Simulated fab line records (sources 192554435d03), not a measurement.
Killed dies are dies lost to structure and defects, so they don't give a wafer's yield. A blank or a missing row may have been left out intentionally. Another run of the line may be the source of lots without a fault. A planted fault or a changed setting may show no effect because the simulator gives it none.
Chamber matching :: flow n5 finfet :: N5_BEOL_M2_PRE_CLEAN_60 on cvd co-01 has 3 sister chambers
The step time 15 s. 18 wafers are shown with their chamber, then 9 later ones without.

== WAFERS WITH THEIR CHAMBER ==
wafer: L078.1
chamber: 1
heater power outer w (W): 43
heater power w (W): 131

wafer: L078.4
chamber: 0
heater power outer w (W): 34
heater power w (W): 96

wafer: L078.5
chamber: 2
heater power outer w (W): 10
heater power w (W): 61

wafer: L085.2
chamber: 1
heater power outer w (W): 44
heater power w (W): 131

wafer: L085.5
chamber: 2
heater power outer w (W): 10
heater power w (W): 63

wafer: L085.6
chamber: 1
heater power outer w (W): 44
heater power w (W): 133

wafer: L087.3
chamber: 2
heater power outer w (W): 10
heater power w (W): 63

wafer: L087.5
chamber: 1
heater power outer w (W): 44
heater power w (W): 131

wafer: L087.6
chamber: 2
heater power outer w (W): 10
heater power w (W): 64

wafer: L090.1
chamber: 0
heater power outer w (W): 35
heater power w (W): 98

wafer: L090.4
chamber: 0
heater power outer w (W): 35
heater power w (W): 100

wafer: L090.5
chamber: 0
heater power outer w (W): 35
heater power w (W): 101

wafer: L088.1
chamber: 1
heater power outer w (W): 45
heater power w (W): 133

wafer: L088.2
chamber: 2
heater power outer w (W): 10
heater power w (W): 63

wafer: L088.3
chamber: 0
heater power outer w (W): 35
heater power w (W): 99

wafer: L089.1
chamber: 1
heater power outer w (W): 43
heater power w (W): 132

wafer: L089.4
chamber: 2
heater power outer w (W): 10
heater power w (W): 63

wafer: L089.6
chamber: 1
heater power outer w (W): 43
heater power w (W): 129

SIGNATURES (averages over the wafers above)
reading: heater power outer w
chamber 0: 34.80
chamber 1: 43.71
chamber 2: 10.00
scatter within a chamber: 0.531

reading: heater power w
chamber 0: 98.80
chamber 1: 131.43
chamber 2: 62.83
scatter within a chamber: 1.45
Rule: for a wafer and a chamber, the distance is found by dividing, reading by reading, the gap between the wafer's reading and the chamber's mean by the reading's scatter, squaring, summing and taking the root. The wafer belongs to the nearest chamber; if the next one is less than 2 further off, it can't be placed. The scatter is the square root of a quotient: the sum, over the shown wafers, of each reading's squared deviation from its chamber's mean, divided by wafers minus chambers.

== WAFERS WITH NO CHAMBER GIVEN ==
wafer: L092.1
heater power outer w (W): 10
heater power w (W): 62

wafer: L092.4
heater power outer w (W): 10
heater power w (W): 62

wafer: L092.5
heater power outer w (W): 34
heater power w (W): 98

wafer: L093.1
heater power outer w (W): 35
heater power w (W): 99

wafer: L093.4
heater power outer w (W): 35
heater power w (W): 103

wafer: L093.6
heater power outer w (W): 10
heater power w (W): 63

wafer: L095.3
heater power outer w (W): 45
heater power w (W): 131

wafer: L095.5
heater power outer w (W): 10
heater power w (W): 62

wafer: L095.6
heater power outer w (W): 34
heater power w (W): 100

== WHICH CHAMBER EACH WENT THROUGH ==
wafer: L092.1
from the rows above: 2
in truth: 2

wafer: L092.4
from the rows above: 2
in truth: 2

wafer: L092.5
from the rows above: 0
in truth: 0

wafer: L093.1
from the rows above: 0
in truth: 0

wafer: L093.4
from the rows above: 0
in truth: 0

wafer: L093.6
from the rows above: 2
in truth: 2

wafer: L095.3
from the rows above: 1
in truth: 1

wafer: L095.5
from the rows above: 2
in truth: 2

wafer: L095.6
from the rows above: 0
in truth: 0
9 of 9 placed correctly. Left unplaced by these rows: 0. Wrongly placed: 0.
